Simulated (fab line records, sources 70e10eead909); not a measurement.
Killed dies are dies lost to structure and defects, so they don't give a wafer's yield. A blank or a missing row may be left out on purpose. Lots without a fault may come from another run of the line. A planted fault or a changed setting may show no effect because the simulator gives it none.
Problem report in the 8D (eight disciplines) form, filled by code | flow nand_harc | the parts of the form that need people (team, actions taken, sign-off) are left out

1. THE PROBLEM
thk_nm at NHARC_A_ONON_D1_THK_MEAS_21 reads a mean of 660 nm on 4 wafers of 3 lots; wafers without a fault read 996 nm with a standard deviation of 11. That is -30 standard deviations from the usual mean.
The step: measures by ellipsometry.
First seen on wafer L973.1, day 15 00:08, on film_metro-01. The record holds 37 wafers of 13 lots with a number at this step. Rule for "out", or "out of limits": more than 4 standard deviations from the usual mean. The other wafers with a number count as sound.

2. WHAT IT IS AND WHAT IT IS NOT
question                    | is                             | is not
which readings at this step | thk_nm                         | -
which lots                  | L973, L974, L977               | L956, L958, L959, L960, L963, L964, L966, L967, L969, L975
which wafers of those lots  | L973.1, L973.3, L974.1, L977.3 | L973.5, L974.2, L977.4
read on which gauges        | film_metro-01                  | film_metro-02
when                        | from day 15 00:08              | up to then (28 sound wafers); but 5 sound wafers of L974, L975, L977 came after

3. SUSPECTS, AND WHAT RULES EACH OUT
Counting: a tool at a process step up to the reading stays a suspect if it ran every lot that is out. Sound lots after the first of them don't rule it out here, since some wafers of a struck lot are sound.
- the gauge at NHARC_A_ONON_D1_THK_MEAS_21: ruled out. All the wafers that are out were read on film_metro-01, but those of them that NHARC_END_SORT_01 has rows for are out there too, on other tools.
- pecvd_onon-04 at NHARC_A_ONON_D1_DEP_19 (target thk 1000 nm): kept. It ran every lot that is out, first L973 (day 14 23:37); its last sound lot up to then is L969 (day 13 14:34).
Left after counting: pecvd_onon-04 at NHARC_A_ONON_D1_DEP_19.

4. THE CAUSE (what the simulator had put in)
Process parameter drift: pecvd_onon-04, from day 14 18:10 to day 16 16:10, at NHARC_A_ONON_D1_DEP_19. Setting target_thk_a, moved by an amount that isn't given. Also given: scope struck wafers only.
Counting left only this tool.

5. THE CHAIN OF EFFECTS, in route order
Each row: a reading whose mean over the struck wafers that have a number lies more than 3 standard deviations from the usual. Only readings for which the record gives a usual standard deviation are gone through. hours: the time from each lot's start at the first step in this table that gives one to its start at this step, as a median over the lots. sigmas: the change in usual standard deviations.
hours | step                        | reading         | usual  | on struck wafers | change | sigmas
0     | NHARC_A_ONON_D1_THK_MEAS_21 | thk_nm          | 996 nm | 660              | -336   | -30
378   | NHARC_END_SORT_01           | killed_at_array | 57     | 674              | +617   | +34
378   | NHARC_END_SORT_01           | killed_dies     | 62     | 677              | +615   | +34

6. WHAT WOULD HAVE CAUGHT IT SOONER
In this record the first reading out of limits at a measuring or inspecting step was taken at day 15 00:08, 6 hours after the fault began at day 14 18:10.
Of the lots that are out (3), L974, L977 began NHARC_A_ONON_D1_DEP_19 on pecvd_onon-04 after day 15 00:08. A hold on the tool at that time would have spared those 2.
